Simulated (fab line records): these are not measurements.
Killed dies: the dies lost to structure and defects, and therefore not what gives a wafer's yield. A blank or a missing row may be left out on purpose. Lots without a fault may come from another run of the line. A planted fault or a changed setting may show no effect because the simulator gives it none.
Which tool was responsible? || flow nand harc || 24 lots, 72 wafers sampled, at 6 steps of a route of 1159

== WHAT EACH GAUGE READ, for each wafer ==
Not one reading of a measure or inspect step in the record can be checked against a usual standard deviation.

== WHICH TOOL RAN EACH LOT (tool, then ch and the chambers of the sampled wafers, then the start) ==
{"lot": "L074", "NHARC_A_CONTACT_ETCH_102": "rie diel-05 ch 0,1,2, day 16 00:50", "NHARC_A_CONTACT_ETCH_75": "rie diel-11 ch 0,2,3, day 16 07:25", "NHARC_A_CONTACT_ETCH_126": "har cap etch-02 ch 0,1, day 16 08:48", "NHARC_A_CONTACT_ETCH_137": "har cap etch-02 ch 0,1, day 16 16:45", "NHARC_A_CONTACT_ETCH_139": "har cap etch-02 ch 0,1, day 16 16:59", "NHARC_A_BLC_DEGAS_30": "pvd sputter-03, day 17 10:09"}
{"lot": "L077", "NHARC_A_CONTACT_ETCH_102": "rie diel-11 ch 2,3, day 17 01:04", "NHARC_A_CONTACT_ETCH_75": "rie diel-05 ch 0,3, day 17 04:30", "NHARC_A_CONTACT_ETCH_126": "har cap etch-03 ch 0,1, day 17 06:03", "NHARC_A_CONTACT_ETCH_137": "har cap etch-02 ch 0,1, day 17 14:12", "NHARC_A_CONTACT_ETCH_139": "har cap etch-02 ch 0,1, day 17 14:28", "NHARC_A_BLC_DEGAS_30": "pvd sputter-01, day 17 20:19"}
{"lot": "L075", "NHARC_A_CONTACT_ETCH_102": "rie diel-11 ch 0,2,3, day 17 01:25", "NHARC_A_CONTACT_ETCH_75": "rie diel-07 ch 1,2,3, day 17 05:02", "NHARC_A_CONTACT_ETCH_126": "har cap etch-02 ch 0,1, day 17 06:28", "NHARC_A_CONTACT_ETCH_137": "har cap etch-03 ch 0,1, day 17 13:44", "NHARC_A_CONTACT_ETCH_139": "har cap etch-03 ch 0,1, day 17 14:04", "NHARC_A_BLC_DEGAS_30": "pvd sputter-01, day 17 19:32"}
{"lot": "L076", "NHARC_A_CONTACT_ETCH_102": "rie diel-05 ch 1,2,3, day 17 04:32", "NHARC_A_CONTACT_ETCH_75": "rie diel-07 ch 1,3, day 17 08:15", "NHARC_A_CONTACT_ETCH_126": "har cap etch-03 ch 0,1, day 17 09:49", "NHARC_A_CONTACT_ETCH_137": "har cap etch-01 ch 0,1, day 17 18:01", "NHARC_A_CONTACT_ETCH_139": "har cap etch-01 ch 0,1, day 17 18:17", "NHARC_A_BLC_DEGAS_30": "pvd sputter-02, day 17 23:40"}
{"lot": "L079", "NHARC_A_CONTACT_ETCH_102": "rie diel-05 ch 0,2, day 17 05:47", "NHARC_A_CONTACT_ETCH_75": "rie diel-05 ch 0,1,3, day 17 09:13", "NHARC_A_CONTACT_ETCH_126": "har cap etch-02 ch 0,1, day 17 10:37", "NHARC_A_CONTACT_ETCH_137": "har cap etch-02 ch 0,1, day 17 19:22", "NHARC_A_CONTACT_ETCH_139": "har cap etch-02 ch 0,1, day 17 19:38", "NHARC_A_BLC_DEGAS_30": "pvd sputter-01, day 18 01:16"}
{"lot": "L078", "NHARC_A_CONTACT_ETCH_102": "rie diel-11 ch 1,2, day 17 10:52", "NHARC_A_CONTACT_ETCH_75": "rie diel-05 ch 0,3, day 17 14:10", "NHARC_A_CONTACT_ETCH_126": "har cap etch-03 ch 0,1, day 17 15:40", "NHARC_A_CONTACT_ETCH_137": "har cap etch-01 ch 0,1, day 17 23:44", "NHARC_A_CONTACT_ETCH_139": "har cap etch-01 ch 0,1, day 17 23:58", "NHARC_A_BLC_DEGAS_30": "pvd sputter-01, day 18 05:47"}
{"lot": "L080", "NHARC_A_CONTACT_ETCH_102": "rie diel-07 ch 0,1, day 17 15:07", "NHARC_A_CONTACT_ETCH_75": "rie diel-05 ch 2,3, day 17 19:04", "NHARC_A_CONTACT_ETCH_126": "har cap etch-03 ch 0,1, day 17 20:47", "NHARC_A_CONTACT_ETCH_137": "har cap etch-02 ch 0,1, day 18 03:46", "NHARC_A_CONTACT_ETCH_139": "har cap etch-02 ch 0,1, day 18 04:01", "NHARC_A_BLC_DEGAS_30": "pvd sputter-01, day 18 11:11"}
{"lot": "L082", "NHARC_A_CONTACT_ETCH_102": "rie diel-05 ch 2,3, day 18 16:49", "NHARC_A_CONTACT_ETCH_75": "rie diel-05 ch 0,1,3, day 18 20:06", "NHARC_A_CONTACT_ETCH_126": "har cap etch-03 ch 0,1, day 18 21:29", "NHARC_A_CONTACT_ETCH_137": "har cap etch-01 ch 0,1, day 19 04:49", "NHARC_A_CONTACT_ETCH_139": "har cap etch-01 ch 0,1, day 19 05:08", "NHARC_A_BLC_DEGAS_30": "pvd sputter-02, day 19 10:32"}
{"lot": "L081", "NHARC_A_CONTACT_ETCH_102": "rie diel-05 ch 1,2, day 18 17:17", "NHARC_A_CONTACT_ETCH_75": "rie diel-07 ch 0,1, day 18 20:47", "NHARC_A_CONTACT_ETCH_126": "har cap etch-02 ch 0,1, day 18 22:10", "NHARC_A_CONTACT_ETCH_137": "har cap etch-03 ch 0,1, day 19 05:10", "NHARC_A_CONTACT_ETCH_139": "har cap etch-03 ch 0,1, day 19 05:25", "NHARC_A_BLC_DEGAS_30": "pvd sputter-01, day 19 10:47"}
{"lot": "L083", "NHARC_A_CONTACT_ETCH_102": "rie diel-05 ch 0,1,3, day 18 21:34", "NHARC_A_CONTACT_ETCH_75": "rie diel-05 ch 0,2,3, day 19 01:02", "NHARC_A_CONTACT_ETCH_126": "har cap etch-01 ch 0,1, day 19 02:35", "NHARC_A_CONTACT_ETCH_137": "har cap etch-01 ch 0,1, day 19 14:08", "NHARC_A_CONTACT_ETCH_139": "har cap etch-01 ch 0,1, day 19 14:25", "NHARC_A_BLC_DEGAS_30": "pvd sputter-02, day 19 22:17"}
{"lot": "L084", "NHARC_A_CONTACT_ETCH_102": "rie diel-07 ch 1,2,3, day 18 22:04", "NHARC_A_CONTACT_ETCH_75": "rie diel-05 ch 0,1,2, day 19 02:10", "NHARC_A_CONTACT_ETCH_126": "har cap etch-02 ch 0,1, day 19 03:32", "NHARC_A_CONTACT_ETCH_137": "har cap etch-03 ch 0,1, day 19 14:59", "NHARC_A_CONTACT_ETCH_139": "har cap etch-03 ch 0,1, day 19 15:15", "NHARC_A_BLC_DEGAS_30": "pvd sputter-01, day 20 02:45"}
{"lot": "L085", "NHARC_A_CONTACT_ETCH_102": "rie diel-11 ch 0,1,2, day 19 05:02", "NHARC_A_CONTACT_ETCH_75": "rie diel-07 ch 0,1,2, day 19 12:18", "NHARC_A_CONTACT_ETCH_126": "har cap etch-02 ch 0,1, day 19 13:42", "NHARC_A_CONTACT_ETCH_137": "har cap etch-01 ch 0,1, day 19 20:01", "NHARC_A_CONTACT_ETCH_139": "har cap etch-01 ch 0,1, day 19 20:16", "NHARC_A_BLC_DEGAS_30": "pvd sputter-01, day 20 03:29"}
{"lot": "L087", "NHARC_A_CONTACT_ETCH_102": "rie diel-07 ch 0,1,3, day 19 23:49", "NHARC_A_CONTACT_ETCH_75": "rie diel-05 ch 0,2,3, day 20 04:00", "NHARC_A_CONTACT_ETCH_126": "har cap etch-02 ch 0,1, day 20 05:23", "NHARC_A_CONTACT_ETCH_137": "har cap etch-02 ch 0,1, day 20 11:49", "NHARC_A_CONTACT_ETCH_139": "har cap etch-02 ch 0,1, day 20 12:05", "NHARC_A_BLC_DEGAS_30": "pvd sputter-03, day 20 17:25"}
{"lot": "L086", "NHARC_A_CONTACT_ETCH_102": "rie diel-05 ch 1,3, day 19 23:50", "NHARC_A_CONTACT_ETCH_75": "rie diel-05 ch 0,1,3, day 20 05:03", "NHARC_A_CONTACT_ETCH_126": "har cap etch-03 ch 0,1, day 20 06:29", "NHARC_A_CONTACT_ETCH_137": "har cap etch-02 ch 0,1, day 20 13:02", "NHARC_A_CONTACT_ETCH_139": "har cap etch-02 ch 0,1, day 20 13:19", "NHARC_A_BLC_DEGAS_30": "pvd sputter-03, day 20 18:38"}
{"lot": "L089", "NHARC_A_CONTACT_ETCH_102": "rie diel-11 ch 1,2,3, day 20 05:54", "NHARC_A_CONTACT_ETCH_75": "rie diel-05 ch 1,2,3, day 20 10:11", "NHARC_A_CONTACT_ETCH_126": "har cap etch-01 ch 0,1, day 20 11:37", "NHARC_A_CONTACT_ETCH_137": "har cap etch-01 ch 0,1, day 20 18:11", "NHARC_A_CONTACT_ETCH_139": "har cap etch-01 ch 0,1, day 20 18:28", "NHARC_A_BLC_DEGAS_30": "pvd sputter-02, day 21 04:53"}
{"lot": "L088", "NHARC_A_CONTACT_ETCH_102": "rie diel-07 ch 0,1,3, day 20 06:07", "NHARC_A_CONTACT_ETCH_75": "rie diel-07 ch 0,2,3, day 20 10:37", "NHARC_A_CONTACT_ETCH_126": "har cap etch-03 ch 0,1, day 20 12:09", "NHARC_A_CONTACT_ETCH_137": "har cap etch-02 ch 0,1, day 20 19:05", "NHARC_A_CONTACT_ETCH_139": "har cap etch-02 ch 0,1, day 20 19:20", "NHARC_A_BLC_DEGAS_30": "pvd sputter-03, day 21 05:40"}
{"lot": "L091", "NHARC_A_CONTACT_ETCH_102": "rie diel-05 ch 1,2,3, day 21 05:57", "NHARC_A_CONTACT_ETCH_75": "rie diel-05 ch 1,3, day 21 13:01", "NHARC_A_CONTACT_ETCH_126": "har cap etch-03 ch 0,1, day 21 14:52", "NHARC_A_CONTACT_ETCH_137": "har cap etch-01 ch 0,1, day 21 21:14", "NHARC_A_CONTACT_ETCH_139": "har cap etch-01 ch 0,1, day 21 21:28", "NHARC_A_BLC_DEGAS_30": "pvd sputter-03, day 22 05:24"}
{"lot": "L090", "NHARC_A_CONTACT_ETCH_102": "rie diel-11 ch 0,1,2, day 21 06:11", "NHARC_A_CONTACT_ETCH_75": "rie diel-05 ch 0,1,3, day 21 13:25", "NHARC_A_CONTACT_ETCH_126": "har cap etch-01 ch 0,1, day 21 15:14", "NHARC_A_CONTACT_ETCH_137": "har cap etch-02 ch 0,1, day 21 21:56", "NHARC_A_CONTACT_ETCH_139": "har cap etch-02 ch 0,1, day 21 22:11", "NHARC_A_BLC_DEGAS_30": "pvd sputter-01, day 22 06:10"}
{"lot": "L092", "NHARC_A_CONTACT_ETCH_102": "rie diel-05 ch 1,2, day 21 15:23", "NHARC_A_CONTACT_ETCH_75": "rie diel-05 ch 0,1, day 21 18:45", "NHARC_A_CONTACT_ETCH_126": "har cap etch-02 ch 0,1, day 21 20:08", "NHARC_A_CONTACT_ETCH_137": "har cap etch-02 ch 0,1, day 22 03:51", "NHARC_A_CONTACT_ETCH_139": "har cap etch-02 ch 0,1, day 22 04:05", "NHARC_A_BLC_DEGAS_30": "pvd sputter-03, day 22 13:59"}
{"lot": "L094", "NHARC_A_CONTACT_ETCH_102": "rie diel-07 ch 0,3, day 21 22:48", "NHARC_A_CONTACT_ETCH_75": "rie diel-05 ch 0,2, day 22 04:10", "NHARC_A_CONTACT_ETCH_126": "har cap etch-03 ch 0, day 22 05:44", "NHARC_A_CONTACT_ETCH_137": "har cap etch-02 ch 0,1, day 22 12:35", "NHARC_A_CONTACT_ETCH_139": "har cap etch-02 ch 0,1, day 22 12:51", "NHARC_A_BLC_DEGAS_30": "pvd sputter-02, day 22 19:40"}
{"lot": "L095", "NHARC_A_CONTACT_ETCH_102": "rie diel-05 ch 0,2,3, day 22 01:04", "NHARC_A_CONTACT_ETCH_75": "rie diel-11 ch 0,2,3, day 22 04:53", "NHARC_A_CONTACT_ETCH_126": "har cap etch-02 ch 0, day 22 06:16", "NHARC_A_CONTACT_ETCH_137": "har cap etch-02 ch 0,1, day 22 15:46", "NHARC_A_CONTACT_ETCH_139": "har cap etch-02 ch 0,1, day 22 16:01", "NHARC_A_BLC_DEGAS_30": "pvd sputter-03, day 22 21:32"}
{"lot": "L096", "NHARC_A_CONTACT_ETCH_102": "rie diel-07 ch 0,1,3, day 22 02:50", "NHARC_A_CONTACT_ETCH_75": "rie diel-05 ch 0,3, day 22 06:20", "NHARC_A_CONTACT_ETCH_126": "har cap etch-03 ch 0, day 22 07:44", "NHARC_A_CONTACT_ETCH_137": "har cap etch-03 ch 0,1, day 22 16:53", "NHARC_A_CONTACT_ETCH_139": "har cap etch-03 ch 0,1, day 22 17:10", "NHARC_A_BLC_DEGAS_30": "pvd sputter-03, day 22 23:07"}
{"lot": "L093", "NHARC_A_CONTACT_ETCH_102": "rie diel-11 ch 0,1,2, day 22 06:49", "NHARC_A_CONTACT_ETCH_75": "rie diel-07 ch 0,1,2, day 22 12:57", "NHARC_A_CONTACT_ETCH_126": "har cap etch-03 ch 0,1, day 22 14:22", "NHARC_A_CONTACT_ETCH_137": "har cap etch-02 ch 0,1, day 22 23:56", "NHARC_A_CONTACT_ETCH_139": "har cap etch-02 ch 0,1, day 23 00:12", "NHARC_A_BLC_DEGAS_30": "pvd sputter-02, day 23 05:47"}
{"lot": "L097", "NHARC_A_CONTACT_ETCH_102": "rie diel-11 ch 0,2,3, day 22 09:10", "NHARC_A_CONTACT_ETCH_75": "rie diel-11 ch 1,2,3, day 22 14:55", "NHARC_A_CONTACT_ETCH_126": "har cap etch-02 ch 0,1, day 22 16:51", "NHARC_A_CONTACT_ETCH_137": "har cap etch-03 ch 0,1, day 23 00:15", "NHARC_A_CONTACT_ETCH_139": "har cap etch-03 ch 0,1, day 23 00:29", "NHARC_A_BLC_DEGAS_30": "pvd sputter-02, day 23 06:30"}
- NHARC_A_CONTACT_ETCH_102: etches the open film in CF4/O2, target depth 70 nm, overetch 7 nm, time 38.5 s.
- NHARC_A_CONTACT_ETCH_75: etches the open film in CF4, target depth 39 nm, time 65 s.
- NHARC_A_CONTACT_ETCH_126: etches the open film in C4F8/O2/Ar, time 155 s, target depth 956 nm.
- NHARC_A_CONTACT_ETCH_137: etches the open film in C4F8/O2/Ar, time 132 s, target depth 1287 nm.
- NHARC_A_CONTACT_ETCH_139: etches the open film in C4F8/O2/Ar, time 137 s, target depth 590 nm.
- NHARC_A_BLC_DEGAS_30: time 60 s.

== WHAT THE TOOLS THEMSELVES READ (means of the sampled wafers that have a number; where no wafer has one, the mark that the record gives instead) ==
NHARC_A_CONTACT_ETCH_102. Usual: drypump motor current A 5.6 A, standard deviation 0.43; oes product au 1.001 a.u., standard deviation 0.013; rf vpp V 197.1 V, standard deviation 1.4; showerhead plenum p Torr 1.30 Torr, standard deviation 0.057; throttle valve pct 13.397 %, standard deviation 0.0089.
{"lot": "L074", "tool": "rie diel-05", "drypump motor current A (A)": 5.5, "oes product au (a.u.)": 0.996, "rf vpp V (V)": 196.0, "showerhead plenum p Torr (Torr)": 1.27, "throttle valve pct (%)": 13.399, "flag": ""}
{"lot": "L077", "tool": "rie diel-11", "drypump motor current A (A)": 5.4, "oes product au (a.u.)": 1.010, "rf vpp V (V)": 196.6, "showerhead plenum p Torr (Torr)": 1.27, "throttle valve pct (%)": 13.390, "flag": ""}
{"lot": "L075", "tool": "rie diel-11", "drypump motor current A (A)": 5.5, "oes product au (a.u.)": 1.003, "rf vpp V (V)": 196.4, "showerhead plenum p Torr (Torr)": 1.30, "throttle valve pct (%)": 13.395, "flag": ""}
{"lot": "L076", "tool": "rie diel-05", "drypump motor current A (A)": 5.5, "oes product au (a.u.)": 0.993, "rf vpp V (V)": 197.7, "showerhead plenum p Torr (Torr)": 1.28, "throttle valve pct (%)": 13.396, "flag": ""}
{"lot": "L079", "tool": "rie diel-05", "drypump motor current A (A)": 5.6, "oes product au (a.u.)": 0.983, "rf vpp V (V)": 196.0, "showerhead plenum p Torr (Torr)": 1.26, "throttle valve pct (%)": 13.404, "flag": ""}
{"lot": "L078", "tool": "rie diel-11", "drypump motor current A (A)": 5.1, "oes product au (a.u.)": 0.990, "rf vpp V (V)": 196.6, "showerhead plenum p Torr (Torr)": 1.26, "throttle valve pct (%)": 13.402, "flag": ""}
{"lot": "L080", "tool": "rie diel-07", "drypump motor current A (A)": 6.0, "oes product au (a.u.)": 1.004, "rf vpp V (V)": 197.5, "showerhead plenum p Torr (Torr)": 1.33, "throttle valve pct (%)": 13.401, "flag": ""}
{"lot": "L082", "tool": "rie diel-05", "drypump motor current A (A)": 5.5, "oes product au (a.u.)": 1.014, "rf vpp V (V)": 196.3, "showerhead plenum p Torr (Torr)": 1.28, "throttle valve pct (%)": 13.406, "flag": ""}
{"lot": "L081", "tool": "rie diel-05", "drypump motor current A (A)": 5.5, "oes product au (a.u.)": 0.992, "rf vpp V (V)": 196.9, "showerhead plenum p Torr (Torr)": 1.29, "throttle valve pct (%)": 13.394, "flag": ""}
{"lot": "L083", "tool": "rie diel-05", "drypump motor current A (A)": 5.5, "oes product au (a.u.)": 1.003, "rf vpp V (V)": 196.1, "showerhead plenum p Torr (Torr)": 1.27, "throttle valve pct (%)": 13.395, "flag": ""}
{"lot": "L084", "tool": "rie diel-07", "drypump motor current A (A)": 6.1, "oes product au (a.u.)": 1.002, "rf vpp V (V)": 198.6, "showerhead plenum p Torr (Torr)": 1.37, "throttle valve pct (%)": 13.399, "flag": ""}
{"lot": "L085", "tool": "rie diel-11", "drypump motor current A (A)": 5.4, "oes product au (a.u.)": 0.996, "rf vpp V (V)": 196.5, "showerhead plenum p Torr (Torr)": 1.29, "throttle valve pct (%)": 13.395, "flag": ""}
{"lot": "L087", "tool": "rie diel-07", "drypump motor current A (A)": 5.7, "oes product au (a.u.)": 1.016, "rf vpp V (V)": 198.8, "showerhead plenum p Torr (Torr)": 1.41, "throttle valve pct (%)": 13.390, "flag": ""}
{"lot": "L086", "tool": "rie diel-05", "drypump motor current A (A)": 5.4, "oes product au (a.u.)": 1.012, "rf vpp V (V)": 197.4, "showerhead plenum p Torr (Torr)": 1.29, "throttle valve pct (%)": 13.392, "flag": ""}
{"lot": "L089", "tool": "rie diel-11", "drypump motor current A (A)": 5.2, "oes product au (a.u.)": 1.003, "rf vpp V (V)": 196.9, "showerhead plenum p Torr (Torr)": 1.26, "throttle valve pct (%)": 13.398, "flag": ""}
{"lot": "L088", "tool": "rie diel-07", "drypump motor current A (A)": 5.7, "oes product au (a.u.)": 1.008, "rf vpp V (V)": 199.8, "showerhead plenum p Torr (Torr)": 1.41, "throttle valve pct (%)": 13.396, "flag": ""}
{"lot": "L091", "tool": "rie diel-05", "drypump motor current A (A)": 5.5, "oes product au (a.u.)": 1.002, "rf vpp V (V)": 197.3, "showerhead plenum p Torr (Torr)": 1.28, "throttle valve pct (%)": 13.398, "flag": ""}
{"lot": "L090", "tool": "rie diel-11", "drypump motor current A (A)": 5.4, "oes product au (a.u.)": 0.999, "rf vpp V (V)": 197.0, "showerhead plenum p Torr (Torr)": 1.29, "throttle valve pct (%)": 13.402, "flag": ""}
{"lot": "L092", "tool": "rie diel-05", "drypump motor current A (A)": 5.5, "oes product au (a.u.)": 0.999, "rf vpp V (V)": 196.6, "showerhead plenum p Torr (Torr)": 1.29, "throttle valve pct (%)": 13.396, "flag": ""}
{"lot": "L094", "tool": "rie diel-07", "drypump motor current A (A)": 5.3, "oes product au (a.u.)": 1.001, "rf vpp V (V)": 199.3, "showerhead plenum p Torr (Torr)": 1.43, "throttle valve pct (%)": 13.397, "flag": ""}
{"lot": "L095", "tool": "rie diel-05", "drypump motor current A (A)": 5.5, "oes product au (a.u.)": 1.004, "rf vpp V (V)": 196.3, "showerhead plenum p Torr (Torr)": 1.27, "throttle valve pct (%)": 13.389, "flag": ""}
{"lot": "L096", "tool": "rie diel-07", "drypump motor current A (A)": 5.7, "oes product au (a.u.)": 1.012, "rf vpp V (V)": 199.3, "showerhead plenum p Torr (Torr)": 1.40, "throttle valve pct (%)": 13.397, "flag": ""}
{"lot": "L093", "tool": "rie diel-11", "drypump motor current A (A)": 5.4, "oes product au (a.u.)": 0.996, "rf vpp V (V)": 196.9, "showerhead plenum p Torr (Torr)": 1.29, "throttle valve pct (%)": 13.401, "flag": ""}
{"lot": "L097", "tool": "rie diel-11", "drypump motor current A (A)": 5.5, "oes product au (a.u.)": 0.989, "rf vpp V (V)": 197.8, "showerhead plenum p Torr (Torr)": 1.29, "throttle valve pct (%)": 13.397, "flag": ""}

NHARC_A_CONTACT_ETCH_75. Usual: drypump motor current A 5.6 A, standard deviation 0.39; oes product au 1.002 a.u., standard deviation 0.015; rf vpp V 150.6 V, standard deviation 1.1; showerhead plenum p Torr 1.72 Torr, standard deviation 0.069; throttle valve pct 13.284 %, standard deviation 0.0098.
{"lot": "L074", "tool": "rie diel-11", "drypump motor current A (A)": 5.5, "oes product au (a.u.)": 0.996, "rf vpp V (V)": 151.3, "showerhead plenum p Torr (Torr)": 1.72, "throttle valve pct (%)": 13.282, "flag": ""}
{"lot": "L077", "tool": "rie diel-05", "drypump motor current A (A)": 5.6, "oes product au (a.u.)": 1.003, "rf vpp V (V)": 150.8, "showerhead plenum p Torr (Torr)": 1.67, "throttle valve pct (%)": 13.287, "flag": ""}
{"lot": "L075", "tool": "rie diel-07", "drypump motor current A (A)": 6.2, "oes product au (a.u.)": 0.995, "rf vpp V (V)": 151.7, "showerhead plenum p Torr (Torr)": 1.81, "throttle valve pct (%)": 13.283, "flag": ""}
{"lot": "L076", "tool": "rie diel-07", "drypump motor current A (A)": 5.7, "oes product au (a.u.)": 0.994, "rf vpp V (V)": 153.0, "showerhead plenum p Torr (Torr)": 1.86, "throttle valve pct (%)": 13.282, "flag": ""}
{"lot": "L079", "tool": "rie diel-05", "drypump motor current A (A)": 5.5, "oes product au (a.u.)": 1.016, "rf vpp V (V)": 150.0, "showerhead plenum p Torr (Torr)": 1.69, "throttle valve pct (%)": 13.283, "flag": ""}
{"lot": "L078", "tool": "rie diel-05", "drypump motor current A (A)": 5.5, "oes product au (a.u.)": 1.018, "rf vpp V (V)": 150.8, "showerhead plenum p Torr (Torr)": 1.69, "throttle valve pct (%)": 13.277, "flag": ""}
{"lot": "L080", "tool": "rie diel-05", "drypump motor current A (A)": 5.5, "oes product au (a.u.)": 0.995, "rf vpp V (V)": 150.9, "showerhead plenum p Torr (Torr)": 1.70, "throttle valve pct (%)": 13.290, "flag": ""}
{"lot": "L082", "tool": "rie diel-05", "drypump motor current A (A)": 5.5, "oes product au (a.u.)": 1.006, "rf vpp V (V)": 149.5, "showerhead plenum p Torr (Torr)": 1.69, "throttle valve pct (%)": 13.285, "flag": ""}
{"lot": "L081", "tool": "rie diel-07", "drypump motor current A (A)": 6.0, "oes product au (a.u.)": 1.016, "rf vpp V (V)": 151.8, "showerhead plenum p Torr (Torr)": 1.84, "throttle valve pct (%)": 13.291, "flag": ""}
{"lot": "L083", "tool": "rie diel-05", "drypump motor current A (A)": 5.6, "oes product au (a.u.)": 1.013, "rf vpp V (V)": 150.0, "showerhead plenum p Torr (Torr)": 1.69, "throttle valve pct (%)": 13.279, "flag": ""}
{"lot": "L084", "tool": "rie diel-05", "drypump motor current A (A)": 5.5, "oes product au (a.u.)": 0.995, "rf vpp V (V)": 150.4, "showerhead plenum p Torr (Torr)": 1.69, "throttle valve pct (%)": 13.291, "flag": ""}
{"lot": "L085", "tool": "rie diel-07", "drypump motor current A (A)": 6.1, "oes product au (a.u.)": 1.000, "rf vpp V (V)": 151.3, "showerhead plenum p Torr (Torr)": 1.82, "throttle valve pct (%)": 13.291, "flag": ""}
{"lot": "L087", "tool": "rie diel-05", "drypump motor current A (A)": 5.6, "oes product au (a.u.)": 0.995, "rf vpp V (V)": 150.0, "showerhead plenum p Torr (Torr)": 1.69, "throttle valve pct (%)": 13.286, "flag": ""}
{"lot": "L086", "tool": "rie diel-05", "drypump motor current A (A)": 5.5, "oes product au (a.u.)": 1.010, "rf vpp V (V)": 149.5, "showerhead plenum p Torr (Torr)": 1.69, "throttle valve pct (%)": 13.284, "flag": ""}
{"lot": "L089", "tool": "rie diel-05", "drypump motor current A (A)": 5.5, "oes product au (a.u.)": 1.006, "rf vpp V (V)": 149.8, "showerhead plenum p Torr (Torr)": 1.70, "throttle valve pct (%)": 13.283, "flag": ""}
{"lot": "L088", "tool": "rie diel-07", "drypump motor current A (A)": 5.8, "oes product au (a.u.)": 0.996, "rf vpp V (V)": 152.2, "showerhead plenum p Torr (Torr)": 1.83, "throttle valve pct (%)": 13.290, "flag": ""}
{"lot": "L091", "tool": "rie diel-05", "drypump motor current A (A)": 5.5, "oes product au (a.u.)": 1.025, "rf vpp V (V)": 150.6, "showerhead plenum p Torr (Torr)": 1.70, "throttle valve pct (%)": 13.290, "flag": ""}
{"lot": "L090", "tool": "rie diel-05", "drypump motor current A (A)": 5.5, "oes product au (a.u.)": 1.010, "rf vpp V (V)": 150.3, "showerhead plenum p Torr (Torr)": 1.69, "throttle valve pct (%)": 13.288, "flag": ""}
{"lot": "L092", "tool": "rie diel-05", "drypump motor current A (A)": 5.5, "oes product au (a.u.)": 1.002, "rf vpp V (V)": 149.9, "showerhead plenum p Torr (Torr)": 1.68, "throttle valve pct (%)": 13.274, "flag": ""}
{"lot": "L094", "tool": "rie diel-05", "drypump motor current A (A)": 5.6, "oes product au (a.u.)": 0.998, "rf vpp V (V)": 149.7, "showerhead plenum p Torr (Torr)": 1.69, "throttle valve pct (%)": 13.289, "flag": ""}
{"lot": "L095", "tool": "rie diel-11", "drypump motor current A (A)": 5.5, "oes product au (a.u.)": 0.995, "rf vpp V (V)": 150.2, "showerhead plenum p Torr (Torr)": 1.71, "throttle valve pct (%)": 13.286, "flag": ""}
{"lot": "L096", "tool": "rie diel-05", "drypump motor current A (A)": 5.5, "oes product au (a.u.)": 1.018, "rf vpp V (V)": 149.8, "showerhead plenum p Torr (Torr)": 1.68, "throttle valve pct (%)": 13.282, "flag": ""}
{"lot": "L093", "tool": "rie diel-07", "drypump motor current A (A)": 6.2, "oes product au (a.u.)": 1.007, "rf vpp V (V)": 151.6, "showerhead plenum p Torr (Torr)": 1.81, "throttle valve pct (%)": 13.290, "flag": ""}
{"lot": "L097", "tool": "rie diel-11", "drypump motor current A (A)": 5.2, "oes product au (a.u.)": 0.996, "rf vpp V (V)": 150.3, "showerhead plenum p Torr (Torr)": 1.67, "throttle valve pct (%)": 13.288, "flag": ""}

NHARC_A_BLC_DEGAS_30. Usual: heater power w reads 467 W (standard deviation 50).
{"lot": "L074", "tool": "pvd sputter-03", "heater power w (W)": 455, "flag": ""}
{"lot": "L077", "tool": "pvd sputter-01", "heater power w (W)": 401, "flag": ""}
{"lot": "L075", "tool": "pvd sputter-01", "heater power w (W)": 458, "flag": ""}
{"lot": "L076", "tool": "pvd sputter-02", "heater power w (W)": 469, "flag": ""}
{"lot": "L079", "tool": "pvd sputter-01", "heater power w (W)": 512, "flag": ""}
{"lot": "L078", "tool": "pvd sputter-01", "heater power w (W)": 462, "flag": ""}
{"lot": "L080", "tool": "pvd sputter-01", "heater power w (W)": 507, "flag": ""}
{"lot": "L082", "tool": "pvd sputter-02", "heater power w (W)": 509, "flag": ""}
{"lot": "L081", "tool": "pvd sputter-01", "heater power w (W)": 461, "flag": ""}
{"lot": "L083", "tool": "pvd sputter-02", "heater power w (W)": 499, "flag": ""}
{"lot": "L084", "tool": "pvd sputter-01", "heater power w (W)": 501, "flag": ""}
{"lot": "L085", "tool": "pvd sputter-01", "heater power w (W)": 446, "flag": ""}
{"lot": "L087", "tool": "pvd sputter-03", "heater power w (W)": 470, "flag": ""}
{"lot": "L086", "tool": "pvd sputter-03", "heater power w (W)": 468, "flag": ""}
{"lot": "L089", "tool": "pvd sputter-02", "heater power w (W)": 455, "flag": ""}
{"lot": "L088", "tool": "pvd sputter-03", "heater power w (W)": 457, "flag": ""}
{"lot": "L091", "tool": "pvd sputter-03", "heater power w (W)": 479, "flag": ""}
{"lot": "L090", "tool": "pvd sputter-01", "heater power w (W)": 498, "flag": ""}
{"lot": "L092", "tool": "pvd sputter-03", "heater power w (W)": 463, "flag": ""}
{"lot": "L094", "tool": "pvd sputter-02", "heater power w (W)": 468, "flag": ""}
{"lot": "L095", "tool": "pvd sputter-03", "heater power w (W)": 468, "flag": ""}
{"lot": "L096", "tool": "pvd sputter-03", "heater power w (W)": 451, "flag": ""}
{"lot": "L093", "tool": "pvd sputter-02", "heater power w (W)": 470, "flag": ""}
{"lot": "L097", "tool": "pvd sputter-02", "heater power w (W)": 439, "flag": ""}

== THE ANSWER, worked out from the rows above alone ==
Rule: a lot is off if the mean of its wafers that have a number lies more than 3 standard deviations from the usual mean. A lot without any number at a reading at which 4 lots or more have one is off too. The other lots that the step has rows for count as sound. Order of review: gauges by route order, followed by the tools' own readings, for which a lot's mean as printed above is used. At the first step where some lot is off, the reading lying furthest off is the one used; lots without a number count as furthest.
Across all readings shown, no lot is off: no conclusion can be drawn from this.

== WHAT WAS PUT IN BY THE SIMULATOR ==
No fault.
